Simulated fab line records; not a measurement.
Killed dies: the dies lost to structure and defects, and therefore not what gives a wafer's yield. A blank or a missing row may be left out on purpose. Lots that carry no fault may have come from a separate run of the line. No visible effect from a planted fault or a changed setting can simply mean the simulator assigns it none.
Which tool did it? :: flow nand-harc :: 12 lots with 36 wafers sampled at 6 steps, on a route of 1159 steps

== WHAT EACH GAUGE READ, for each wafer ==
NHARC_P_GATE_INSPECT_28. Usual: raw-defect-count reads 6.3 (standard deviation 3).
lot: L967
measured: day 5 01:07
on: defect-inspect-02
raw-defect-count: 6 5 3
flag: 

lot: L971
measured: day 5 16:46
on: defect-inspect-01
raw-defect-count: 5 7 4
flag: 

lot: L970
measured: day 5 17:32
on: defect-inspect-02
raw-defect-count: 6 4 2
flag: 

lot: L972
measured: day 6 04:49
on: defect-inspect-01
raw-defect-count: 5 8 10
flag: 

lot: L973
measured: day 6 14:56
on: defect-inspect-01
raw-defect-count: 5 4 8
flag: 

lot: L974
measured: day 6 15:08
on: defect-inspect-02
raw-defect-count: 8 10 6
flag: 

lot: L975
measured: day 7 02:28
on: defect-inspect-02
raw-defect-count: 4 1 2
flag: 

lot: L976
measured: day 7 03:04
on: defect-inspect-02
raw-defect-count: 6 8 1
flag: 

lot: L979
measured: day 7 21:37
on: defect-inspect-01
raw-defect-count: 2 5 5
flag: 

lot: L985
measured: day 9 07:58
on: defect-inspect-02
raw-defect-count: 4 12 293
flag: OFF

lot: L988
measured: day 10 07:14
on: defect-inspect-02
raw-defect-count: 1 8 6
flag: 

lot: L987
measured: day 10 06:53
on: defect-inspect-02
raw-defect-count: 6 4 2
flag: 

NHARC_END_SORT_01. Usual: killed-at-array 28, standard deviation 11; killed-at-other 0.7, standard deviation 1.1; killed-at-periphery 2.9, standard deviation 2; killed-dies 32, standard deviation 11; killed-open 3.2, standard deviation 1.8; killed-short 2.0, standard deviation 1.4.
lot: L967
measured: day 19 19:55
on: prober-01
killed-at-array: 25 29 35
killed-at-other: 0 0 0
killed-at-periphery: 1 0 3
killed-dies: 26 29 38
killed-open: 3 1 4
killed-short: 2 1 3
flag: 

lot: L971
measured: day 20 02:53
on: prober-02
killed-at-array: 15 33 23
killed-at-other: 0 0 0
killed-at-periphery: 4 5 1
killed-dies: 19 38 24
killed-open: 1 5 3
killed-short: 2 1 2
flag: 

lot: L970
measured: day 20 09:52
on: prober-01
killed-at-array: 20 22 20
killed-at-other: 0 0 0
killed-at-periphery: 1 3 0
killed-dies: 21 25 20
killed-open: 7 4 2
killed-short: 0 6 1
flag: 

lot: L972
measured: day 20 11:31
on: prober-02
killed-at-array: 26 25 31
killed-at-other: 0 0 0
killed-at-periphery: 3 1 3
killed-dies: 29 26 34
killed-open: 3 2 5
killed-short: 0 2 3
flag: 

lot: L973
measured: day 20 20:01
on: prober-01
killed-at-array: 27 37 23
killed-at-other: 5 1 1
killed-at-periphery: 5 3 4
killed-dies: 37 41 28
killed-open: 0 5 1
killed-short: 1 2 4
flag: 

lot: L974
measured: day 21 12:28
on: prober-02
killed-at-array: 23 18 28
killed-at-other: 4 0 3
killed-at-periphery: 4 3 2
killed-dies: 31 21 33
killed-open: 3 1 5
killed-short: 0 1 0
flag: 

lot: L975
measured: day 21 21:52
on: prober-01
killed-at-array: 49 49 40
killed-at-other: 1 0 1
killed-at-periphery: 2 1 3
killed-dies: 52 50 44
killed-open: 1 5 3
killed-short: 2 1 2
flag: 

lot: L976
measured: day 21 12:27
on: prober-01
killed-at-array: 34 22 14
killed-at-other: 0 0 0
killed-at-periphery: 2 3 4
killed-dies: 36 25 18
killed-open: 3 4 3
killed-short: 2 3 0
flag: 

lot: L979
measured: day 22 04:53
on: prober-01
killed-at-array: 31 28 30
killed-at-other: 2 1 1
killed-at-periphery: 2 5 4
killed-dies: 35 34 35
killed-open: 3 6 4
killed-short: 6 5 4
flag: 

lot: L985
measured: day 23 19:53
on: prober-01
killed-at-array: 12 17 20
killed-at-other: 1 2 0
killed-at-periphery: 3 0 42
killed-dies: 16 19 62
killed-open: 2 1 6
killed-short: 1 5 1
flag: OFF

lot: L988
measured: day 25 19:43
on: prober-02
killed-at-array: 35 31 35
killed-at-other: 0 3 1
killed-at-periphery: 5 6 5
killed-dies: 40 40 41
killed-open: 6 5 4
killed-short: 1 1 2
flag: 

lot: L987
measured: day 25 10:47
on: prober-02
killed-at-array: 18 17 22
killed-at-other: 0 0 0
killed-at-periphery: 2 3 1
killed-dies: 20 20 23
killed-open: 2 4 3
killed-short: 3 3 5
flag: 

== EACH LOT AND THE TOOL THAT RAN IT (in order: tool; ch and the chambers of the sampled wafers; start) ==
lot: L967
NHARC_P_GATE_ETCH_69: wet-bench-09 ch 4,5,6, day 4 01:10
NHARC_P_GATE_DEP_103: pecvd-01 ch 0,1,2, day 5 00:20
NHARC_P_GATE_DESCUM_31: rie-diel-08 ch 0,2,3, day 5 01:13
NHARC_P_GATE_HM_OPEN_105: rie-diel-08 ch 0,3, day 19 19:55 or earlier

lot: L971
NHARC_P_GATE_ETCH_69: wet-bench-09 ch 1,3,7, day 4 18:41
NHARC_P_GATE_DEP_103: pecvd-01 ch 0,2, day 5 16:09
NHARC_P_GATE_DESCUM_31: rie-diel-08 ch 2,3, day 5 16:50
NHARC_P_GATE_HM_OPEN_105: rie-diel-08 ch 0,3, day 20 02:53 or earlier

lot: L970
NHARC_P_GATE_ETCH_69: wet-bench-06 ch 2,3,4, day 4 18:41
NHARC_P_GATE_DEP_103: pecvd-01 ch 0,2, day 5 16:45
NHARC_P_GATE_DESCUM_31: rie-diel-08 ch 0,1,3, day 5 17:35
NHARC_P_GATE_HM_OPEN_105: rie-diel-08 ch 1,2,3, day 20 09:52 or earlier

lot: L972
NHARC_P_GATE_ETCH_69: wet-bench-06 ch 1,3,4, day 5 02:37
NHARC_P_GATE_DEP_103: pecvd-01 ch 0,1, day 6 04:08
NHARC_P_GATE_DESCUM_31: rie-diel-06 ch 0,2,3, day 6 04:54
NHARC_P_GATE_HM_OPEN_105: rie-diel-06 ch 0,3, day 20 11:31 or earlier

lot: L973
NHARC_P_GATE_ETCH_69: wet-bench-03 ch 0,1,6, day 5 13:45
NHARC_P_GATE_DEP_103: pecvd-01 ch 0,1, day 6 14:19
NHARC_P_GATE_DESCUM_31: rie-diel-08 ch 1,2,3, day 6 15:00
NHARC_P_GATE_HM_OPEN_105: rie-diel-08 ch 0,1, day 20 20:01 or earlier

lot: L974
NHARC_P_GATE_ETCH_69: wet-bench-03 ch 0,1,5, day 5 19:25
NHARC_P_GATE_DEP_103: pecvd-03 ch 1,2, day 6 14:20
NHARC_P_GATE_DESCUM_31: rie-diel-08 ch 1,2, day 6 15:14
NHARC_P_GATE_HM_OPEN_105: rie-diel-08 ch 0,1,2, day 21 12:28 or earlier

lot: L975
NHARC_P_GATE_ETCH_69: wet-bench-06 ch 0,2,3, day 6 02:49
NHARC_P_GATE_DEP_103: pecvd-01 ch 0,1,2, day 7 01:47
NHARC_P_GATE_DESCUM_31: rie-diel-06 ch 2,3, day 7 02:31
NHARC_P_GATE_HM_OPEN_105: rie-diel-06 ch 1,2,3, day 21 21:52 or earlier

lot: L976
NHARC_P_GATE_ETCH_69: wet-bench-03 ch 3,5,6, day 6 02:50
NHARC_P_GATE_DEP_103: pecvd-01 ch 0,1,2, day 7 02:25
NHARC_P_GATE_DESCUM_31: rie-diel-08 ch 0,1,3, day 7 03:08
NHARC_P_GATE_HM_OPEN_105: rie-diel-08 ch 0,2,3, day 21 12:27 or earlier

lot: L979
NHARC_P_GATE_ETCH_69: wet-bench-03 ch 3,4,7, day 6 22:32
NHARC_P_GATE_DEP_103: pecvd-04 ch 0,1,2, day 7 20:49
NHARC_P_GATE_DESCUM_31: rie-diel-04 ch 0,2,3, day 7 21:42
NHARC_P_GATE_HM_OPEN_105: rie-diel-04 ch 0,2, day 22 04:53 or earlier

lot: L985
NHARC_P_GATE_ETCH_69: wet-bench-09 ch 2,6,7, day 8 10:08
NHARC_P_GATE_DEP_103: pecvd-01 ch 0,1,2, day 9 07:19
NHARC_P_GATE_DESCUM_31: rie-diel-04 ch 1,2, day 9 08:02
NHARC_P_GATE_HM_OPEN_105: rie-diel-04 ch 2,3, day 23 19:53 or earlier

lot: L988
NHARC_P_GATE_ETCH_69: wet-bench-09 ch 0,4,5, day 9 08:13
NHARC_P_GATE_DEP_103: pecvd-01 ch 0,1, day 10 06:26
NHARC_P_GATE_DESCUM_31: rie-diel-08 ch 1,2,3, day 10 07:19
NHARC_P_GATE_HM_OPEN_105: rie-diel-08 ch 1,2,3, day 25 19:43 or earlier

lot: L987
NHARC_P_GATE_ETCH_69: wet-bench-06 ch 1,4,6, day 9 08:14
NHARC_P_GATE_DEP_103: pecvd-03 ch 0,1,2, day 10 05:58
NHARC_P_GATE_DESCUM_31: rie-diel-08 ch 1,2, day 10 06:58
NHARC_P_GATE_HM_OPEN_105: rie-diel-08 ch 2,3, day 25 10:47 or earlier
- NHARC_P_GATE_ETCH_69: etches SiO2 in dHF, target depth 14 nm.
- NHARC_P_GATE_DEP_103: deposits SiON, target thk 30 nm.
- NHARC_P_GATE_DESCUM_31: chemistry O2, time 3 s.
- NHARC_P_GATE_HM_OPEN_105: chemistry O2/COS, target depth 360 nm.

== AS READ BY THE TOOLS THEMSELVES (means over the sampled wafers that have a number; for cases with no such wafer, the mark the record gives instead) ==
NHARC_P_GATE_DEP_103. Usual: heater-power-outer-w 482 W, standard deviation 45; heater-power-w 797 W, standard deviation 73.
lot: L967
tool: pecvd-01
heater-power-outer-w (W): 471
heater-power-w (W): 779
flag: 

lot: L971
tool: pecvd-01
heater-power-outer-w (W): 498
heater-power-w (W): 786
flag: 

lot: L970
tool: pecvd-01
heater-power-outer-w (W): 490
heater-power-w (W): 764
flag: 

lot: L972
tool: pecvd-01
heater-power-outer-w (W): 488
heater-power-w (W): 839
flag: 

lot: L973
tool: pecvd-01
heater-power-outer-w (W): 523
heater-power-w (W): 890
flag: 

lot: L974
tool: pecvd-03
heater-power-outer-w (W): 451
heater-power-w (W): 771
flag: 

lot: L975
tool: pecvd-01
heater-power-outer-w (W): 513
heater-power-w (W): 840
flag: 

lot: L976
tool: pecvd-01
heater-power-outer-w (W): 511
heater-power-w (W): 834
flag: 

lot: L979
tool: pecvd-04
heater-power-outer-w (W): 464
heater-power-w (W): 713
flag: 

lot: L985
tool: pecvd-01
heater-power-outer-w (W): 498
heater-power-w (W): 834
flag: 

lot: L988
tool: pecvd-01
heater-power-outer-w (W): 533
heater-power-w (W): 902
flag: 

lot: L987
tool: pecvd-03
heater-power-outer-w (W): 481
heater-power-w (W): 807
flag: 

NHARC_P_GATE_DESCUM_31. Usual: drypump-motor-current-A 5.8 A, standard deviation 0.43; oes-product-au 1.001 a.u., standard deviation 0.012; rf-vpp-V 57.6 V, standard deviation 0.9; showerhead-plenum-p-Torr 1.90 Torr, standard deviation 0.09; throttle-valve-pct 11.311 %, standard deviation 0.0097.
lot: L967
tool: rie-diel-08
drypump-motor-current-A (A): 5.8
oes-product-au (a.u.): 1.003
rf-vpp-V (V): 57.4
showerhead-plenum-p-Torr (Torr): 1.91
throttle-valve-pct (%): 11.304
flag: 

lot: L971
tool: rie-diel-08
drypump-motor-current-A (A): 5.3
oes-product-au (a.u.): 1.000
rf-vpp-V (V): 58.2
showerhead-plenum-p-Torr (Torr): 1.97
throttle-valve-pct (%): 11.313
flag: 

lot: L970
tool: rie-diel-08
drypump-motor-current-A (A): 6.2
oes-product-au (a.u.): 0.999
rf-vpp-V (V): 56.2
showerhead-plenum-p-Torr (Torr): 1.86
throttle-valve-pct (%): 11.313
flag: 

lot: L972
tool: rie-diel-06
drypump-motor-current-A (A): 5.7
oes-product-au (a.u.): 1.000
rf-vpp-V (V): 58.2
showerhead-plenum-p-Torr (Torr): 1.87
throttle-valve-pct (%): 11.310
flag: 

lot: L973
tool: rie-diel-08
drypump-motor-current-A (A): 5.7
oes-product-au (a.u.): 0.987
rf-vpp-V (V): 57.1
showerhead-plenum-p-Torr (Torr): 1.92
throttle-valve-pct (%): 11.314
flag: 

lot: L974
tool: rie-diel-08
drypump-motor-current-A (A): 5.7
oes-product-au (a.u.): 0.988
rf-vpp-V (V): 58.1
showerhead-plenum-p-Torr (Torr): 1.93
throttle-valve-pct (%): 11.316
flag: 

lot: L975
tool: rie-diel-06
drypump-motor-current-A (A): 5.7
oes-product-au (a.u.): 0.998
rf-vpp-V (V): 58.0
showerhead-plenum-p-Torr (Torr): 1.88
throttle-valve-pct (%): 11.312
flag: 

lot: L976
tool: rie-diel-08
drypump-motor-current-A (A): 6.2
oes-product-au (a.u.): 1.002
rf-vpp-V (V): 57.4
showerhead-plenum-p-Torr (Torr): 1.86
throttle-valve-pct (%): 11.308
flag: 

lot: L979
tool: rie-diel-04
drypump-motor-current-A (A): 5.8
oes-product-au (a.u.): 0.997
rf-vpp-V (V): 57.9
showerhead-plenum-p-Torr (Torr): 2.01
throttle-valve-pct (%): 11.304
flag: 

lot: L985
tool: rie-diel-04
drypump-motor-current-A (A): 5.5
oes-product-au (a.u.): 1.005
rf-vpp-V (V): 58.2
showerhead-plenum-p-Torr (Torr): 1.96
throttle-valve-pct (%): 11.313
flag: 

lot: L988
tool: rie-diel-08
drypump-motor-current-A (A): 5.7
oes-product-au (a.u.): 0.990
rf-vpp-V (V): 58.4
showerhead-plenum-p-Torr (Torr): 1.92
throttle-valve-pct (%): 11.311
flag: 

lot: L987
tool: rie-diel-08
drypump-motor-current-A (A): 5.3
oes-product-au (a.u.): 0.991
rf-vpp-V (V): 57.7
showerhead-plenum-p-Torr (Torr): 1.99
throttle-valve-pct (%): 11.306
flag: 

NHARC_P_GATE_HM_OPEN_105. Usual: bias-w 300.2 W, standard deviation 0.82; drypump-motor-current-A 5.8 A, standard deviation 0.42; oes-product-au 1.000 a.u., standard deviation 0.013; rf-vpp-V 466.8 V, standard deviation 2.9; showerhead-plenum-p-Torr 3.11 Torr, standard deviation 0.14; throttle-valve-pct 28.329 %, standard deviation 0.0089.
lot: L967
tool: rie-diel-08
bias-w (W): 300.3
drypump-motor-current-A (A): 6.3
oes-product-au (a.u.): 1.011
rf-vpp-V (V): 465.5
showerhead-plenum-p-Torr (Torr): 3.03
throttle-valve-pct (%): 28.331
flag: 

lot: L971
tool: rie-diel-08
bias-w (W): 301.2
drypump-motor-current-A (A): 6.2
oes-product-au (a.u.): 0.996
rf-vpp-V (V): 464.7
showerhead-plenum-p-Torr (Torr): 3.01
throttle-valve-pct (%): 28.332
flag: 

lot: L970
tool: rie-diel-08
bias-w (W): 300.4
drypump-motor-current-A (A): 5.7
oes-product-au (a.u.): 1.002
rf-vpp-V (V): 466.4
showerhead-plenum-p-Torr (Torr): 3.13
throttle-valve-pct (%): 28.332
flag: 

lot: L972
tool: rie-diel-06
bias-w (W): 301.1
drypump-motor-current-A (A): 5.7
oes-product-au (a.u.): 1.006
rf-vpp-V (V): 466.1
showerhead-plenum-p-Torr (Torr): 3.05
throttle-valve-pct (%): 28.328
flag: 

lot: L973
tool: rie-diel-08
bias-w (W): 299.8
drypump-motor-current-A (A): 6.3
oes-product-au (a.u.): 1.004
rf-vpp-V (V): 466.0
showerhead-plenum-p-Torr (Torr): 3.05
throttle-valve-pct (%): 28.325
flag: 

lot: L974
tool: rie-diel-08
bias-w (W): 300.0
drypump-motor-current-A (A): 5.8
oes-product-au (a.u.): 1.004
rf-vpp-V (V): 467.7
showerhead-plenum-p-Torr (Torr): 3.14
throttle-valve-pct (%): 28.326
flag: 

lot: L975
tool: rie-diel-06
bias-w (W): 299.7
drypump-motor-current-A (A): 5.9
oes-product-au (a.u.): 1.008
rf-vpp-V (V): 466.2
showerhead-plenum-p-Torr (Torr): 3.07
throttle-valve-pct (%): 28.338
flag: 

lot: L976
tool: rie-diel-08
bias-w (W): 300.8
drypump-motor-current-A (A): 5.8
oes-product-au (a.u.): 0.994
rf-vpp-V (V): 466.7
showerhead-plenum-p-Torr (Torr): 3.12
throttle-valve-pct (%): 28.333
flag: 

lot: L979
tool: rie-diel-04
bias-w (W): 299.8
drypump-motor-current-A (A): 5.7
oes-product-au (a.u.): 1.002
rf-vpp-V (V): 470.0
showerhead-plenum-p-Torr (Torr): 3.27
throttle-valve-pct (%): 28.331
flag: 

lot: L985
tool: rie-diel-04
bias-w (W): 300.7
drypump-motor-current-A (A): 5.7
oes-product-au (a.u.): 0.986
rf-vpp-V (V): 470.0
showerhead-plenum-p-Torr (Torr): 3.32
throttle-valve-pct (%): 28.336
flag: 

lot: L988
tool: rie-diel-08
bias-w (W): 300.1
drypump-motor-current-A (A): 5.8
oes-product-au (a.u.): 0.992
rf-vpp-V (V): 466.6
showerhead-plenum-p-Torr (Torr): 3.12
throttle-valve-pct (%): 28.331
flag: 

lot: L987
tool: rie-diel-08
bias-w (W): 299.7
drypump-motor-current-A (A): 5.3
oes-product-au (a.u.): 0.998
rf-vpp-V (V): 468.9
showerhead-plenum-p-Torr (Torr): 3.20
throttle-valve-pct (%): 28.329
flag: 

== THE ANSWER, worked out from the rows above alone ==
Rule: take the mean of a lot's wafers that have a number; if it is more than 3 standard deviations from the usual mean, the lot is off. A lot without any number at a reading at which 4 lots or more have one is off too. The other lots that the step has rows for count as sound. The gauges are gone through in route order, then the tools' own readings, and for those a lot's mean is taken as printed above. At the first step where some lot is off, the reading lying furthest off is the one used; lots without a number count as furthest.
Off, at NHARC_P_GATE_INSPECT_28 on raw-defect-count: L985.
If a tool, at a process step before that reading, ran all the lots that are off and no sound lot after the first of them, it fits. The gauges at NHARC_P_GATE_INSPECT_28 aren't tried: what is off there is off at NHARC_END_SORT_01 too, on other tools, and a gauge's error can't cause that. None of those tried fits.

== WHAT HAD BEEN PUT IN BY THE SIMULATOR ==
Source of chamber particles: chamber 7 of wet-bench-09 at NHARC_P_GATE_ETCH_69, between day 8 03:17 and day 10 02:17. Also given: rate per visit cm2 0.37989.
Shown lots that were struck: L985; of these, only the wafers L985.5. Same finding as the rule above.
